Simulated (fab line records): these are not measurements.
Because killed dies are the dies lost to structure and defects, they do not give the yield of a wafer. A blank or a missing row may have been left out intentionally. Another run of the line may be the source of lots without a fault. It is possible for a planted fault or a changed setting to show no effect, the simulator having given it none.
Problem report in the 8D (eight disciplines) form, filled by code + flow nandHarc + the parts of the form that need people (team, actions taken, sign-off) are left out

== 1. WHAT IS WRONG ==
A mean of 105 is read at NHARC_END_SORT_01 for killedDies, taken on 1 wafer of 1 lot, against 30 (standard deviation 11) on wafers free of any fault. That puts it +6.8 standard deviations away from the usual mean.
The first sign was on wafer L881.1 at day 21 09:46, on prober-02. The record holds 3 wafers of 1 lot with a number at this step. The rule behind "out" and "out of limits": a value lying over 4 standard deviations away from the usual mean. Any other wafer with a number is counted as sound.

== 2. WHAT IT IS, WHAT IT ISN'T ==
| question                    | is                        | is not                                                             |
|-----------------------------|---------------------------|--------------------------------------------------------------------|
| which readings at this step | killedDies, killedAtArray | killedAtPeriphery, killedOpen, killedShort                         |
| which lots                  | L881                      | -                                                                  |
| which wafers of those lots  | L881.1                    | L881.4, L881.5                                                     |
| read on which gauges        | prober-02                 | -                                                                  |
| when                        | from day 21 09:46         | up to then (0 sound wafers); but 2 sound wafers of L881 came after |

== 3. WHAT RULES OUT EACH SUSPECT ==
Counting: any tool at a process step up to the reading remains a suspect provided it ran every lot that is out. Sound lots after the first of them don't rule it out here, since some wafers of a struck lot are sound.
- the gauge at NHARC_END_SORT_01: kept. All the wafers that are out were read on prober-02, and no step on other tools shows them out.
- rieDiel-13 at NHARC_A_SGD_CUT_ETCH_59 (etches the open film in N2/H2, target depth 260 nm, time 406.25 s): kept. It ran the lot that is out, L881 (day 16 06:05).
- rieDiel-01 at NHARC_A_BONDPAD_ETCH_12 (etches the open film in CHF3/O2, target depth 220 nm, time 110 s): kept. It ran the lot that is out, L881 (day 20 22:47). NHARC_A_BONDPAD_ETCH_12 gives no start for some lots, so the hours and the order of its lots are those of NHARC_THIN_TSV_ANNEAL_52.
- pvdSputter-02 at NHARC_THIN_TSV_PVD_19 (deposits TaN, target thk 20 nm): kept. It ran the lot that is out, L881 (day 20 22:47). NHARC_THIN_TSV_PVD_19 gives no start for some lots, so the hours and the order of its lots are those of NHARC_THIN_TSV_ANNEAL_52.
- rtpAnneal-01 at NHARC_THIN_TSV_ANNEAL_52 (time 90 s): kept. It ran the lot that is out, L881 (day 20 22:47).
- In rieDiel-13 at NHARC_A_SGD_CUT_ETCH_59, the wafers that are out were processed in chamber 3 and their sound lot-mates in chambers 0, 1.
Left after counting: rieDiel-13 at NHARC_A_SGD_CUT_ETCH_59, rieDiel-01 at NHARC_A_BONDPAD_ETCH_12, pvdSputter-02 at NHARC_THIN_TSV_PVD_19, rtpAnneal-01 at NHARC_THIN_TSV_ANNEAL_52, prober-02 at NHARC_END_SORT_01.

== 4. THE CAUSE (what the simulator had put in) ==
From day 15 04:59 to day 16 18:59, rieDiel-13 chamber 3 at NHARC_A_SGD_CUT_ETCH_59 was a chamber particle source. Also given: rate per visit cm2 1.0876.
This tool is one of the 5 suspects left after counting.

== 5. SEQUENCE OF EFFECTS, ordered by route ==
Each row: a reading where the mean over the struck wafers with a number is more than 3 standard deviations away from the usual. Only readings whose record carries a usual standard deviation are examined. hours: median over the lots of the time between each lot's start at the first step of this table that gives one and its start at this step. sigmas: the change, counted in usual standard deviations.
| hours | step              | reading       | usual | on struck wafers | change | sigmas |
|-------|-------------------|---------------|-------|------------------|--------|--------|
| 0     | NHARC_END_SORT_01 | killedAtArray | 27    | 97               | +70    | +6.4   |
| 0     | NHARC_END_SORT_01 | killedDies    | 30    | 105              | +75    | +6.8   |

== 6. WHAT WOULD HAVE CAUGHT IT SOONER ==
The first out-of-limits reading at a measuring or inspecting step in this record came at day 21 09:46, 149 hours after the fault's start at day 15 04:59.
Tool readings at NHARC_A_SGD_CUT_ETCH_59 with a usual standard deviation given in the record: none out on any struck wafer, hence no alarm at a limit of 4 standard deviations on them.
Each of the lots that are out, 1 in all, had begun NHARC_A_SGD_CUT_ETCH_59 on rieDiel-13 no later than day 21 09:46. Had the tool been put on hold then, not one of them would have been saved.
